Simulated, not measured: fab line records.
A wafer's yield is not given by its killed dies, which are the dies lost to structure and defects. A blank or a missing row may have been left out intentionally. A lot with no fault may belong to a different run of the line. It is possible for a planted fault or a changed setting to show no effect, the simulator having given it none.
What tool caused it? | flow nand harc | 72 wafers from 24 lots sampled at 4 of the route's 1302 steps

WHAT EACH GAUGE READ, for each wafer
NHARC_A_SOURCE_PLATE_INSPECT_08. Usual: raw defect count 62, standard deviation 32.
lot  | measured     | on                | raw defect count | flag
L074 | day 7 10:19  | defect inspect-02 | 25 74 34         |
L075 | day 8 06:58  | defect inspect-02 | 26 48 44         |
L076 | day 8 12:50  | defect inspect-01 | 30 100 33        |
L077 | day 8 18:56  | defect inspect-02 | 178 127 109      |
L078 | day 9 14:38  | defect inspect-01 | 66 56 76         |
L079 | day 9 14:40  | defect inspect-02 | 22 21 20         |
L080 | day 10 05:13 | defect inspect-01 | 77 70 75         |
L081 | day 10 05:13 | defect inspect-02 | 80 54 40         |
L082 | day 11 01:24 | defect inspect-01 | 51 32 25         |
L083 | day 11 05:21 | defect inspect-01 | 76 95 56         |
L084 | day 12 00:38 | defect inspect-01 | 35 33 20         |
L085 | day 12 04:55 | defect inspect-01 | 73 78 53         |
L086 | day 12 23:40 | defect inspect-02 | 68 65 136        |
L087 | day 13 03:11 | defect inspect-02 | 89 80 125        |
L088 | day 13 20:38 | defect inspect-02 | 52 68 58         |
L089 | day 13 20:38 | defect inspect-01 | 36 42 61         |
L090 | day 14 12:01 | defect inspect-01 | 119 51 102       |
L091 | day 14 15:38 | defect inspect-02 | 51 73 108        |
L092 | day 15 06:03 | defect inspect-02 | 32 47 57         |
L093 | day 15 22:18 | defect inspect-02 | 34 26 61         |
L094 | day 15 22:18 | defect inspect-01 | 31 78 58         |
L095 | day 16 03:57 | defect inspect-01 | 32 38 39         |
L096 | day 16 20:35 | defect inspect-02 | 71 80 62         |
L097 | day 17 04:58 | defect inspect-02 | 48 49 16         |

NHARC_A_ONON_D1_THK_MEAS_27: measures by ellipsometry. Usual: thk nm 1002 nm, standard deviation 13.
lot  | measured     | on            | thk nm (nm)    | flag
L074 | day 7 22:39  | film metro-01 | 998 998 996    |
L075 | day 8 19:19  | film metro-01 | 998 1000 1000  |
L076 | day 9 01:01  | film metro-01 | 973 971 973    |
L077 | day 9 10:57  | film metro-01 | 997 997 999    |
L078 | day 10 03:01 | film metro-01 | 993 994 992    |
L079 | day 10 03:01 | film metro-02 | 1002 1002 1003 |
L080 | day 10 18:29 | film metro-02 | 999 997 997    |
L081 | day 10 18:30 | film metro-01 | 1005 1004 1005 |
L082 | day 11 17:20 | film metro-01 | 991 990 992    |
L083 | day 11 17:21 | film metro-02 | 1004 1004 1004 |
L084 | day 12 13:27 | film metro-01 | 1000 1002 1001 |
L085 | day 12 17:15 | film metro-02 | 1032 1032 1031 |
L086 | day 13 11:58 | film metro-01 | 1003 1005 1005 |
L087 | day 13 15:48 | film metro-01 | 1009 1011 1007 |
L088 | day 14 14:00 | film metro-02 | 978 977 977    |
L089 | day 14 14:11 | film metro-01 | 1009 1008 1008 |
L090 | day 15 00:23 | film metro-01 | 1005 1003 1006 |
L091 | day 15 06:02 | film metro-01 | 1005 1005 1005 |
L092 | day 15 18:23 | film metro-02 | 1017 1015 1019 |
L093 | day 16 14:35 | film metro-01 | 985 984 985    |
L094 | day 16 14:44 | film metro-01 | 1010 1011 1010 |
L095 | day 16 14:57 | film metro-01 | 1023 1022 1021 |
L096 | day 17 11:02 | film metro-01 | 1007 1008 1007 |
L097 | day 17 17:20 | film metro-01 | 1008 1006 1009 |

NHARC_A_CHANNEL_HOLE_D1_CD_MEAS_10 targets a cd of 100 nm. Usual: cd nm 100.0 nm, standard deviation 0.5.
lot  | measured     | on        | cd nm (nm)        | flag
L074 | day 8 04:35  | cd sem-01 | 99.7 100.2 99.5   |
L075 | day 8 23:06  | cd sem-03 | 100.2 100.0 100.1 |
L076 | day 9 04:44  | cd sem-02 | 100.0 100.7 100.1 |
L077 | day 9 16:25  | cd sem-02 | 99.9 100.6 101.0  |
L078 | day 10 07:56 | cd sem-03 | 99.5 99.4 99.2    |
L079 | day 10 06:50 | cd sem-03 | 99.6 99.6 99.4    |
L080 | day 10 22:34 | cd sem-03 | 99.6 99.5 99.2    |
L081 | day 10 22:44 | cd sem-02 | 99.2 99.0 99.7    |
L082 | day 11 21:10 | cd sem-03 | 100.4 100.8 100.2 |
L083 | day 11 22:01 | cd sem-03 | 99.9 99.6 99.9    |
L084 | day 12 20:38 | cd sem-01 | 100.9 100.3 100.5 |
L085 | day 13 00:07 | cd sem-03 | 100.3 100.0 100.0 |
L086 | day 13 15:39 | cd sem-01 | 99.5 99.8 99.6    |
L087 | day 13 21:52 | cd sem-02 | 100.3 99.7 100.2  |
L088 | day 14 17:44 | cd sem-02 | 99.9 100.1 100.1  |
L089 | day 14 18:04 | cd sem-01 | 100.2 99.8 99.4   |
L090 | day 15 05:36 | cd sem-01 | 99.9 99.9 100.0   |
L091 | day 15 10:48 | cd sem-01 | 99.9 99.3 99.6    |
L092 | day 15 23:16 | cd sem-03 | 99.6 99.4 99.8    |
L093 | day 16 18:23 | cd sem-01 | 100.3 100.5 100.5 |
L094 | day 16 18:42 | cd sem-01 | 100.9 100.8 100.6 |
L095 | day 16 20:18 | cd sem-02 | 100.3 100.2 100.7 |
L096 | day 17 14:47 | cd sem-03 | 99.9 100.1 99.7   |
L097 | day 18 01:38 | cd sem-01 | 100.0 99.5 100.0  |

WHAT TOOL EACH LOT RAN ON (gives the tool, then ch and the chambers of the sampled wafers, and finally the start)
lot  | NHARC_P_BONDPAD_DEP_00
L074 | pecvd-04 ch 0,1,2, day 6 07:42
L075 | pecvd-02 ch 1,2, day 7 00:41
L076 | pecvd-04 ch 0,1,2, day 7 09:51
L077 | pecvd-04 ch 1,2, day 7 13:56
L078 | pecvd-02 ch 0,2, day 8 07:49
L079 | pecvd-04 ch 0,2, day 8 12:18
L080 | pecvd-01 ch 0,1,2, day 9 02:19
L081 | pecvd-04 ch 0,2, day 9 05:32
L082 | pecvd-04 ch 0,1,2, day 9 20:47
L083 | pecvd-01 ch 0,1, day 10 03:00
L084 | pecvd-01 ch 0,2, day 10 22:40
L085 | pecvd-02 ch 0,2, day 11 01:16
L086 | pecvd-01 ch 0,1,2, day 11 18:53
L087 | pecvd-01 ch 0,1, day 12 00:29
L088 | pecvd-02 ch 0,2, day 12 17:41
L089 | pecvd-02 ch 0,1, day 12 18:13
L090 | pecvd-04 ch 1,2, day 13 07:20
L091 | pecvd-04 ch 0,1,2, day 13 12:57
L092 | pecvd-02 ch 0,1, day 14 03:25
L093 | pecvd-01 ch 0,1,2, day 14 17:56
L094 | pecvd-01 ch 0,1,2, day 14 21:01
L095 | pecvd-04 ch 0,1,2, day 15 01:21
L096 | pecvd-02 ch 0,1,2, day 15 17:52
L097 | pecvd-02 ch 0,1,2, day 15 21:50
- NHARC_P_BONDPAD_DEP_00: deposits SiCN, target thk 250 nm.

AS READ BY THE TOOLS THEMSELVES (means over the sampled wafers that have a number; for cases with no such wafer, the mark the record gives instead)
NHARC_P_BONDPAD_DEP_00. Usual: heater power w 559 W, standard deviation 78.
lot  | tool     | heater power w (W) | flag
L074 | pecvd-04 | 517                |
L075 | pecvd-02 | 567                |
L076 | pecvd-04 | 522                |
L077 | pecvd-04 | 450                |
L078 | pecvd-02 | 574                |
L079 | pecvd-04 | 574                |
L080 | pecvd-01 | 614                |
L081 | pecvd-04 | 625                |
L082 | pecvd-04 | 501                |
L083 | pecvd-01 | 655                |
L084 | pecvd-01 | 638                |
L085 | pecvd-02 | 528                |
L086 | pecvd-01 | 582                |
L087 | pecvd-01 | 568                |
L088 | pecvd-02 | 588                |
L089 | pecvd-02 | 530                |
L090 | pecvd-04 | 465                |
L091 | pecvd-04 | 537                |
L092 | pecvd-02 | 607                |
L093 | pecvd-01 | 592                |
L094 | pecvd-01 | 583                |
L095 | pecvd-04 | 546                |
L096 | pecvd-02 | 554                |
L097 | pecvd-02 | 580                |

THE ANSWER, worked out from the rows above alone
Rule: lot off if the mean of its wafers having a number is beyond 3 standard deviations from the usual mean. Also off: a lot with no number at a reading for which 4 or more lots have one. Where the step has rows for the other lots, those lots are counted as sound. First the gauges in route order, then the tools' own readings, where a lot's mean is used as printed above. The first step at which some lot is off is used, and at that step the reading that is off furthest; a lot without a number counts as furthest.
None of the lots is off at any reading shown; this tells nothing.

WHAT THE SIMULATOR PUT IN
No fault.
